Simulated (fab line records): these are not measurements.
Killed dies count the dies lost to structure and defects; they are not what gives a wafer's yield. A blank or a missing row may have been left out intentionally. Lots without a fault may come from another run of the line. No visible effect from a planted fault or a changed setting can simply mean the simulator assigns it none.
fab line records -- flow n5-finfet
[record] lots = 15, wafers = 45, last-day = 17
route steps=1938 shown BEOL_M7@1331 BEOL_M8@1346
lots that met no fault: taken from a fault-free run of the same line
start-h: hours from the record's first day to the start of the lot's first wafer shown -- wait-h: how many hours have passed since the lot's step before this one -- " same as the row above -- L1.1+2: several wafers, shown together as one row -- - no value present, or no start provided -- * or withheld: withheld -- < > ~ a bound
route shown NAME@n: names a module that has steps shown in the file, with the first one's number in the route -- usual: mean/standard deviation of fault-free wafers -- same: alike in all rows -- chamber/n: place in a boat -- sites: each site's reading -- _std_site: their standard deviation -- _edge_site: mean of outer sites minus mean of inner sites -- radius-mm: for every site, how far away it sits from the centre of the wafer -- mask NAME#n: copy n -- behind: the last tool/chamber to shape the wafer -- hold: why the lot went on hold/how many hours it stayed there/how the hold came to an end -- device: transistor that didn't switch, given as n, p or np -- end of line: the route-end tests of the same wafers -- a step given without rows: its recipe and nothing more -- killed: not the wafer's yield, but the dies lost to structure and defects at the first sort -- map: shows each die of a wafer: x if killed, . if not, _ if none is there
set.NAME: the setting the step ran with; set.NAME@STEP: the setting that earlier step ran with -- model.NAME: the simulator's own value behind a step, which no gauge read
route steps across a sampled set of lots; one table per step, one row per wafer
services: when a tool's chamber went out of use (start-h, in hours from the record's first day, below 0 if earlier), for how many hours, and the reason
[[steps]]
[step N5_BEOL_M7_INSPECT_58]
[recipe] inspect-instrument = darkfield, mode = post-dep
[usual] raw-defect-count = 63/23
lot.wafer,tool,chamber,start-h,wait-h,raw-defect-count
L825.1,defect-inspect-01,-,202.70,0.0,73
L825.4,defect-inspect-01,-,202.70,0.0,47
L825.5,defect-inspect-01,-,202.70,0.0,37
L826.2,defect-inspect-02,-,220.95,0.0,64
L826.3,defect-inspect-02,-,220.95,0.0,151
L826.6,defect-inspect-02,-,220.95,0.0,78
L827.1,defect-inspect-02,-,227.10,0.0,97
L827.2,defect-inspect-02,-,227.10,0.0,70
L827.4,defect-inspect-02,-,227.10,0.0,66
L830.2,defect-inspect-02,-,229.83,0.0,55
L830.3,defect-inspect-02,-,229.83,0.0,59
L830.4,defect-inspect-02,-,229.83,0.0,62
L829.1,defect-inspect-02,-,234.21,0.0,41
L829.3,defect-inspect-02,-,234.21,0.0,45
L829.5,defect-inspect-02,-,234.21,0.0,60
L832.2,defect-inspect-02,-,250.69,0.0,72
L832.3,defect-inspect-02,-,250.69,0.0,45
L832.6,defect-inspect-02,-,250.69,0.0,98
L834.1,defect-inspect-02,-,258.80,0.0,90
L834.2,defect-inspect-02,-,258.80,0.0,45
L834.5,defect-inspect-02,-,258.80,0.0,51
L835.2,defect-inspect-02,-,262.36,0.0,58
L835.5,defect-inspect-02,-,262.36,0.0,77
L835.6,defect-inspect-02,-,262.36,0.0,66
L836.1,defect-inspect-02,-,279.91,0.0,39
L836.2,defect-inspect-02,-,279.91,0.0,46
L836.5,defect-inspect-02,-,279.91,0.0,47
L839.2,defect-inspect-01,-,287.02,0.0,61
L839.4,defect-inspect-01,-,287.02,0.0,80
L839.6,defect-inspect-01,-,287.02,0.0,29
L840.1,defect-inspect-02,-,295.05,0.0,98
L840.2,defect-inspect-02,-,295.05,0.0,44
L840.6,defect-inspect-02,-,295.05,0.0,87
L843.1,defect-inspect-01,-,316.98,0.0,34
L843.3,defect-inspect-01,-,316.98,0.0,66
L843.4,defect-inspect-01,-,316.98,0.0,35
L845.2,defect-inspect-01,-,324.44,0.0,33
L845.4,defect-inspect-01,-,324.44,0.0,57
L845.5,defect-inspect-01,-,324.44,0.0,33
L844.1,defect-inspect-01,-,340.35,0.0,74
L844.3,defect-inspect-01,-,340.35,0.0,40
L844.6,defect-inspect-01,-,340.35,0.0,89
L846.1,defect-inspect-01,-,351.09,0.0,50
L846.4,defect-inspect-01,-,351.09,0.0,42
L846.5,defect-inspect-01,-,351.09,0.0,51
[step N5_BEOL_M8_OVL_MEAS_12]
[recipe] points-per-wafer = 44
[usual] M8_OVL = -0.3/0.6
lot.wafer,tool,chamber,start-h,wait-h,M8_OVL[nm]
L825.1,overlay-01,0,205.36,0.0,0.4
L825.4,overlay-01,0,205.36,0.0,0.3
L825.5,overlay-01,0,205.36,0.0,0.4
L826.2,overlay-01,0,222.73,0.0,-1.2
L826.3,overlay-01,0,222.73,0.0,0.2
L826.6,overlay-01,0,222.73,0.0,-0.7
L827.1,overlay-01,0,228.75,0.0,-1.6
L827.2,overlay-01,0,228.75,0.0,-0.6
L827.4,overlay-01,0,228.75,0.0,-0.8
L830.2,overlay-01,0,233.67,0.0,-1.0
L830.3,overlay-01,0,233.67,0.0,0.0
L830.4,overlay-01,0,233.67,0.0,-0.4
L829.1,overlay-02,0,237.23,0.0,-0.5
L829.3,overlay-02,0,237.23,0.0,-0.7
L829.5,overlay-02,0,237.23,0.0,0.5
L832.2,overlay-01,0,254.05,0.0,-0.6
L832.3,overlay-01,0,254.05,0.0,-0.8
L832.6,overlay-01,0,254.05,0.0,0.1
L834.1,overlay-02,0,262.49,0.0,-0.7
L834.2,overlay-02,0,262.49,0.0,-0.7
L834.5,overlay-02,0,262.49,0.0,-0.7
L835.2,overlay-01,0,263.81,0.0,0.2
L835.5,overlay-01,0,263.81,0.0,0.6
L835.6,overlay-01,0,263.81,0.0,0.1
L836.1,overlay-01,0,281.26,0.0,0.3
L836.2,overlay-01,0,281.26,0.0,-0.7
L836.5,overlay-01,0,281.26,0.0,-1.0
L839.2,overlay-02,0,288.41,0.0,-0.3
L839.4,overlay-02,0,288.41,0.0,0.1
L839.6,overlay-02,0,288.41,0.0,0.3
L840.1,overlay-02,0,297.67,0.0,-1.1
L840.2,overlay-02,0,297.67,0.0,-1.1
L840.6,overlay-02,0,297.67,0.0,-0.9
L843.1,overlay-02,0,318.22,0.0,0.0
L843.3,overlay-02,0,318.22,0.0,1.2
L843.4,overlay-02,0,318.22,0.0,0.3
L845.2,overlay-01,0,328.32,0.0,-0.9
L845.4,overlay-01,0,328.32,0.0,-0.2
L845.5,overlay-01,0,328.32,0.0,-1.5
L844.1,overlay-02,0,342.35,0.0,0.4
L844.3,overlay-02,0,342.35,0.0,-0.2
L844.6,overlay-02,0,342.35,0.0,-0.8
L846.1,overlay-02,0,352.22,0.0,-0.4
L846.4,overlay-02,0,352.22,0.0,0.6
L846.5,overlay-02,0,352.22,0.0,0.5
[step N5_BEOL_M8_DESCUM_16]
[recipe] chemistry = O2, time-s = 7.9, source-power-w = 50, bias-power-w = 20, pressure-mtorr = 20, rf-frequency-hz = 2.712e+07, temp-c = 40, resist = CAR-ArF, o2-flow-sccm = 225
[usual] drypump-motor-current-A = 5.7/0.46, oes-product-au = 0.80/0.11, rf-vpp-V = 243.4/1.7, showerhead-plenum-p-Torr = 2.11/0.11, temp-c = 40.01/0.11, throttle-valve-pct = 20.41/0.24
lot.wafer,tool,chamber,start-h,wait-h,drypump-motor-current-A,oes-product-au,rf-hours-counter-h,rf-vpp-V,showerhead-plenum-p-Torr,temp-c,throttle-valve-pct
L825.1,rie-diel-06,3,205.53,0.1,5.7,0.79,137,244.8,2.19,40.02,20.55
L825.4,rie-diel-06,0,205.53,0.1,6.0,0.76,152,246.0,2.20,40.03,20.64
L825.5,rie-diel-06,0,205.53,0.1,6.0,0.76,-,244.0,2.20,39.95,20.65
L826.2,rie-diel-06,0,222.79,0.0,6.0,0.76,160,244.6,2.20,40.01,20.67
L826.3,rie-diel-06,2,222.79,0.0,5.6,0.68,228,241.8,1.99,40.14,20.58
L826.6,rie-diel-06,0,222.79,0.0,6.0,0.76,-,244.4,2.20,40.03,20.69
L827.1,rie-diel-06,3,229.08,0.3,5.7,0.78,147,243.5,2.18,39.82,20.55
L827.2,rie-diel-06,0,229.08,0.3,6.0,0.75,162,244.6,2.20,39.90,20.66
L827.4,rie-diel-06,2,229.08,0.3,5.6,0.69,230,241.1,1.99,40.04,20.59
L830.2,rie-diel-05,2,233.73,0.0,5.5,0.98,2,246.3,2.24,39.93,20.03
L830.3,rie-diel-05,1,233.73,0.0,6.6,0.93,30,246.6,2.24,40.14,20.60
L830.4,rie-diel-05,0,233.73,0.0,5.3,0.73,179,239.8,1.89,40.02,20.61
L829.1,rie-diel-01,3,237.65,0.2,5.3,0.70,239,242.4,2.06,39.89,20.41
L829.3,rie-diel-01,1,237.65,0.2,6.1,0.69,216,243.5,2.05,40.16,20.51
L829.5,rie-diel-01,3,237.65,0.2,5.3,0.69,-,241.6,2.06,39.96,20.38
L832.2,rie-diel-05,0,254.21,0.1,5.3,0.73,186,238.3,1.89,40.13,20.63
L832.3,rie-diel-05,3,254.21,0.1,5.1,0.70,234,242.1,2.06,40.03,20.46
L832.6,rie-diel-05,2,254.21,0.1,5.4,0.94,-,245.3,2.23,39.88,20.05
L834.1,rie-diel-01,1,262.59,0.1,6.1,0.68,228,243.3,2.04,40.14,20.52
L834.2,rie-diel-01,2,262.59,0.1,6.3,0.97,2,242.5,2.13,39.92,19.98
L834.5,rie-diel-01,0,262.59,0.1,5.5,0.77,-,243.2,2.11,39.88,20.34
L835.2,rie-diel-05,0,263.87,0.0,5.3,0.73,188,240.1,1.89,40.20,20.61
L835.5,rie-diel-05,3,263.87,0.0,5.1,0.69,-,242.5,2.06,39.95,20.46
L835.6,rie-diel-05,0,263.87,0.0,5.3,0.73,-,240.6,1.89,39.99,20.63
L836.1,rie-diel-01,0,281.32,0.0,5.5,0.77,122,243.3,2.11,40.02,20.37
L836.2,rie-diel-01,1,281.32,0.0,6.1,0.68,236,242.2,2.04,39.86,20.54
L836.5,rie-diel-01,1,281.32,0.0,6.1,0.68,-,242.1,2.04,39.78,20.53
L839.2,rie-diel-01,2,288.51,0.1,6.3,0.92,14,243.3,2.13,40.00,19.98
L839.4,rie-diel-01,1,288.51,0.1,6.1,0.67,239,242.6,2.04,39.99,20.54
L839.6,rie-diel-01,3,288.51,0.1,5.3,0.97,-,242.3,2.05,39.81,20.04
L840.1,rie-diel-01,3,297.88,0.2,5.3,0.96,6,243.3,2.05,40.24,20.05
L840.2,rie-diel-01,1,297.88,0.2,6.1,0.68,242,242.6,2.04,39.92,20.54
L840.6,rie-diel-01,1,297.88,0.2,6.1,0.68,-,243.1,2.04,39.92,20.54
L843.1,rie-diel-05,1,318.28,0.0,6.6,0.88,62,245.2,2.23,39.69,20.65
L843.3,rie-diel-05,2,318.28,0.0,5.4,0.89,35,246.1,2.22,40.13,20.08
L843.4,rie-diel-05,1,318.28,0.0,6.6,0.89,-,246.2,2.23,39.83,20.63
L845.2,rie-diel-06,3,328.51,0.2,5.7,0.74,180,244.7,2.17,40.14,20.60
L845.4,rie-diel-06,1,328.51,0.2,5.8,0.86,36,241.9,2.03,40.17,20.27
L845.5,rie-diel-06,1,328.51,0.2,5.8,0.86,-,242.7,2.03,40.24,20.28
L844.1,rie-diel-06,2,342.75,0.4,5.6,0.95,10,244.6,2.24,39.94,20.14
L844.3,rie-diel-06,1,342.75,0.4,5.8,0.86,40,243.4,2.03,39.95,20.28
L844.6,rie-diel-06,3,342.75,0.4,5.7,0.74,-,243.7,2.17,39.95,20.60
L846.1,rie-diel-05,3,352.39,0.2,5.1,0.96,11,243.0,2.05,39.99,20.04
L846.4,rie-diel-05,0,352.39,0.2,5.3,0.70,220,240.6,1.88,39.99,20.66
L846.5,rie-diel-05,3,352.39,0.2,5.2,0.95,-,241.5,2.05,40.06,20.07
[step N5_BEOL_M8_HM_OPEN_17]
[recipe] chemistry = Cl2/BCl3, target-depth-a = 200, overetch-a = 60, target = TiN, mask-material = SOC, ion-energy-ev = 150, pressure-mtorr = 10, icp-w = 1000, bias-w = 126, Cl2_flow_sccm = 53.25, bcl3-flow-sccm = 21.75, Ar_flow_sccm = 25
[usual] bcl3-flow-sccm = 21.75/0.075, bias-w = 126.0/0.35, drypump-motor-current-A = 5.3/0.34, oes-product-au = 0.71/0.084, throttle-valve-pct = 22.2/0.35
lot.wafer,tool,chamber,start-h,wait-h,bcl3-flow-sccm,bias-w,drypump-motor-current-A,oes-product-au,rf-hours-counter-h,throttle-valve-pct
L825.1,rie-metal-02,0,205.81,0.0,21.90,126.0,5.6,0.71,19,21.6
L825.4,rie-metal-02,0,205.81,0.0,21.81,125.7,5.6,0.71,-,21.6
L825.5,rie-metal-02,1,205.81,0.0,21.74,125.9,5.0,0.80,-,22.4
L826.2,rie-metal-02,0,223.07,0.0,21.85,126.2,5.6,0.72,22,21.5
L826.3,rie-metal-02,1,223.07,0.0,21.71,125.8,5.0,0.80,-,22.4
L826.6,rie-metal-02,1,223.07,0.0,21.76,127.0,5.0,0.81,-,22.4
L827.1,rie-metal-01,0,229.36,0.0,21.76,126.2,5.8,0.56,111,22.2
L827.2,rie-metal-01,1,229.36,0.0,21.64,125.9,5.2,0.71,23,21.9
L827.4,rie-metal-01,1,229.36,0.0,21.75,126.1,5.2,0.70,-,21.9
L830.2,rie-metal-03,0,234.00,0.0,21.82,126.2,5.4,0.61,65,22.5
L830.3,rie-metal-03,1,234.00,0.0,21.79,126.1,4.9,0.81,-,22.5
L830.4,rie-metal-03,0,234.00,0.0,21.76,126.4,5.4,0.61,-,22.4
L829.1,rie-metal-03,1,237.93,0.0,21.70,126.6,4.9,0.79,7,22.5
L829.3,rie-metal-03,1,237.93,0.0,21.86,126.0,4.9,0.79,-,22.5
L829.5,rie-metal-03,1,237.93,0.0,21.82,125.8,4.9,0.80,-,22.5
L832.2,rie-metal-02,0,254.49,0.0,21.76,125.9,5.6,0.70,24,21.6
L832.3,rie-metal-02,0,254.49,0.0,21.88,125.9,5.6,0.70,-,21.6
L832.6,rie-metal-02,1,254.49,0.0,21.78,125.7,5.0,0.78,-,22.4
L834.1,rie-metal-03,0,262.86,0.0,21.70,126.2,5.4,0.61,67,22.4
L834.2,rie-metal-03,1,262.86,0.0,21.67,126.0,4.9,0.77,10,22.5
L834.5,rie-metal-03,0,262.86,0.0,21.64,125.5,5.4,0.61,-,22.4
L835.2,rie-metal-03,0,264.15,0.0,21.79,125.6,5.4,0.60,68,22.5
L835.5,rie-metal-03,0,264.15,0.0,21.80,126.1,5.4,0.60,-,22.5
L835.6,rie-metal-03,1,264.15,0.0,21.64,126.1,4.9,0.77,-,22.5
L836.1,rie-metal-01,0,281.59,0.0,21.72,126.9,5.9,0.55,115,22.2
L836.2,rie-metal-01,1,281.59,0.0,21.78,125.7,5.2,0.69,27,21.9
L836.5,rie-metal-01,0,281.59,0.0,21.81,126.0,5.8,0.54,-,22.2
L839.2,rie-metal-02,0,288.79,0.0,21.72,126.0,5.6,0.71,27,21.6
L839.4,rie-metal-02,1,288.79,0.0,21.77,125.6,5.0,0.77,-,22.4
L839.6,rie-metal-02,0,288.79,0.0,21.68,126.6,5.6,0.69,-,21.6
L840.1,rie-metal-02,1,298.16,0.0,21.71,126.2,5.0,0.77,15,22.4
L840.2,rie-metal-02,0,298.16,0.0,21.75,126.2,5.6,0.70,28,21.6
L840.6,rie-metal-02,1,298.16,0.0,21.83,126.4,5.0,0.77,-,22.4
L843.1,rie-metal-02,1,318.55,0.0,-,-,-,-,-,-
L843.3,rie-metal-02,1,318.55,0.0,-,-,-,-,-,-
L843.4,rie-metal-02,0,318.55,0.0,-,-,-,-,-,-
L845.2,rie-metal-03,1,328.78,0.0,-,-,-,-,-,-
L845.4,rie-metal-03,0,328.78,0.0,-,-,-,-,-,-
L845.5,rie-metal-03,1,328.78,0.0,-,-,-,-,-,-
L844.1,rie-metal-01,0,343.03,0.0,-,-,-,-,-,-
L844.3,rie-metal-01,1,343.03,0.0,-,-,-,-,-,-
L844.6,rie-metal-01,0,343.03,0.0,-,-,-,-,-,-
L846.1,rie-metal-03,1,352.67,0.0,21.77,125.5,4.9,0.76,16,22.5
L846.4,rie-metal-03,1,352.67,0.0,21.78,125.8,4.9,0.76,-,22.5
L846.5,rie-metal-03,0,352.67,0.0,21.77,125.5,5.4,0.60,-,22.5
[step N5_BEOL_M8_CD_MEAS_18]
[recipe] pitch-nm = 80, target-cd-nm = 40
[usual] cd-nm = 40.1/0.64
lot.wafer,tool,chamber,start-h,wait-h,cd-nm
L825.1,cd-sem-01,-,205.99,0.0,40.6
L825.4,cd-sem-01,-,205.99,0.0,40.2
L825.5,cd-sem-01,-,205.99,0.0,40.3
L826.2,cd-sem-03,-,223.25,0.1,40.4
L826.3,cd-sem-03,-,223.25,0.1,40.6
L826.6,cd-sem-03,-,223.25,0.1,39.7
L827.1,cd-sem-02,-,229.56,0.0,38.5
L827.2,cd-sem-02,-,229.56,0.0,39.0
L827.4,cd-sem-02,-,229.56,0.0,38.5
L830.2,cd-sem-01,-,234.22,0.1,40.6
L830.3,cd-sem-01,-,234.22,0.1,40.9
L830.4,cd-sem-01,-,234.22,0.1,41.0
L829.1,cd-sem-01,-,238.32,0.0,40.1
L829.3,cd-sem-01,-,238.32,0.0,39.9
L829.5,cd-sem-01,-,238.32,0.0,40.0
L832.2,cd-sem-02,-,254.68,0.1,39.8
L832.3,cd-sem-02,-,254.68,0.1,40.0
L832.6,cd-sem-02,-,254.68,0.1,40.7
L834.1,cd-sem-03,-,263.06,0.0,40.9
L834.2,cd-sem-03,-,263.06,0.0,39.6
L834.5,cd-sem-03,-,263.06,0.0,40.1
L835.2,cd-sem-01,-,264.33,0.1,40.9
L835.5,cd-sem-01,-,264.33,0.1,41.1
L835.6,cd-sem-01,-,264.33,0.1,40.2
L836.1,cd-sem-03,-,281.77,0.0,40.6
L836.2,cd-sem-03,-,281.77,0.0,39.9
L836.5,cd-sem-03,-,281.77,0.0,39.1
L839.2,cd-sem-01,-,288.97,0.1,39.9
L839.4,cd-sem-01,-,288.97,0.1,40.0
L839.6,cd-sem-01,-,288.97,0.1,40.3
L840.1,cd-sem-03,-,298.35,0.0,39.8
L840.2,cd-sem-03,-,298.35,0.0,40.1
L840.6,cd-sem-03,-,298.35,0.0,40.3
L843.1,cd-sem-01,-,318.74,0.1,-
L843.3,cd-sem-01,-,318.74,0.1,-
L843.4,cd-sem-01,-,318.74,0.1,-
L845.2,cd-sem-03,-,328.97,0.1,-
L845.4,cd-sem-03,-,328.97,0.1,-
L845.5,cd-sem-03,-,328.97,0.1,-
L844.1,cd-sem-03,-,343.28,0.0,-
L844.3,cd-sem-03,-,343.28,0.0,-
L844.6,cd-sem-03,-,343.28,0.0,-
L846.1,cd-sem-01,-,352.95,0.0,39.5
L846.4,cd-sem-01,-,352.95,0.0,40.5
L846.5,cd-sem-01,-,352.95,0.0,40.5
[[services]]
tool,chamber,start-h,hours,kind
rie-diel-05,2,204.27,-,clean
rie-diel-05,2,204.27,-,consumable-replace:focus-ring
rie-diel-05,2,204.27,-,consumable-replace:showerhead
rie-diel-05,2,204.27,26.8,scheduled-down
rie-diel-05,2,204.27,26.8,vent-cycle
rie-diel-06,1,211.69,-,clean
rie-diel-06,1,211.69,-,consumable-replace:focus-ring
rie-diel-06,1,211.69,15.6,scheduled-down
rie-diel-06,1,211.69,15.6,vent-cycle
rie-diel-05,1,221.26,6.6,repair
rie-metal-03,0,234.74,7.5,repair
rie-diel-01,2,235.67,-,clean
rie-diel-01,2,235.67,-,consumable-replace:focus-ring
rie-diel-01,2,235.67,13.8,scheduled-down
rie-diel-01,2,235.67,13.8,vent-cycle
rie-diel-01,2,252.91,7.8,repair
rie-diel-01,3,260.69,-,clean
rie-diel-01,3,260.69,-,consumable-replace:focus-ring
rie-diel-01,3,260.69,22.1,scheduled-down
rie-diel-01,3,260.69,22.1,vent-cycle
rie-diel-06,2,288.52,-,clean
rie-diel-06,3,309.61,11.3,repair
rie-diel-01,3,331.39,3.3,repair
rie-metal-01,1,343.94,10.0,repair
[[key]]
[first-sign] step = N5_BEOL_M8_HM_OPEN_17, reading = tool-record, direction = missing
[effect] step = N5_BEOL_M8_CD_MEAS_18, reading = cd-nm, direction = missing
met-at N5_BEOL_M8_HM_OPEN_17
struck-lots L843,L844,L845
later-rows-left-out L843.1,L843.3,L843.4,L844.1,L844.3,L844.6,L845.2,L845.4,L845.5
sort-left-out L843.1,L843.3,L843.4,L844.1,L844.3,L844.6,L845.2,L845.4,L845.5
not-acting-at N5_BEOL_M7_INSPECT_58,N5_BEOL_M8_OVL_MEAS_12,N5_BEOL_M8_DESCUM_16
onset-between 298.16 318.55
[fault] kind = skipped-step-whole, tool = rie-metal-01,rie-metal-02,rie-metal-03, chamber = -, onset-h = 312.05, steps = N5_BEOL_M8_HM_OPEN_17, scope = struck-lots-only
// sort-left-out: the simulated sort isn't trusted on such a fault, so these wafers' sort isn't shown, and their yield isn't known
// later-rows-left-out: the simulator's readings of these wafers behind a module that went badly wrong aren't trusted and aren't shown, but for the sort
